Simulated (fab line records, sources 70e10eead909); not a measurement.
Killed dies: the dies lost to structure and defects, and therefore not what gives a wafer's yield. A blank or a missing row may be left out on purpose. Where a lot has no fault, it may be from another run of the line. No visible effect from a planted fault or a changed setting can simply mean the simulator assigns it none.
Chamber matching | flow nandHarc | NHARC_A_WL_FILL_ETCHBACK_26 on rieSi-04 has 4 sister chambers
The step etches the open film in HBr, target depth 52 nm, time 13.3 s. 4 wafers are shown with their chamber, then 7 later ones without.

== WAFERS PAIRED WITH THEIR CHAMBERS ==
wafer  | chamber | drypumpMotorCurrentA (A)
L077.6 | 2       | 5.97
L088.3 | 3       | 5.36
L090.2 | 0       | 5.52
L090.4 | 1       | 6.09

== WAFERS MISSING THEIR CHAMBER ==
wafer  | drypumpMotorCurrentA (A)
L090.5 | 5.97
L094.1 | 5.38
L094.2 | 5.95
L094.3 | 5.52
L093.1 | 5.51
L093.3 | 5.95
L093.4 | 5.39

== EACH ONE'S CHAMBER ==
wafer  | from the rows above | in truth
L090.5 | 2                   | 2
L094.1 | 3                   | 3
L094.2 | 2                   | 2
L094.3 | 0                   | 0
L093.1 | 0                   | 0
L093.3 | 2                   | 2
L093.4 | 3                   | 3
Placed correctly: 7 of 7. Left unplaced by these rows: 0. 0 placed wrongly.
How it was worked out, from the rows above alone: a wafer's distance from a chamber is the root of the sum, over the readings, of the square of ((its reading less the chamber's mean) divided by the reading's scatter). The wafer belongs to the nearest chamber; if the next one is less than 2 further off, it can't be placed. Each chamber's mean is taken over the wafers shown for it. The scatter: root of mean squared gap, hidden wafer to nearest shown wafer, with one shown wafer a chamber.
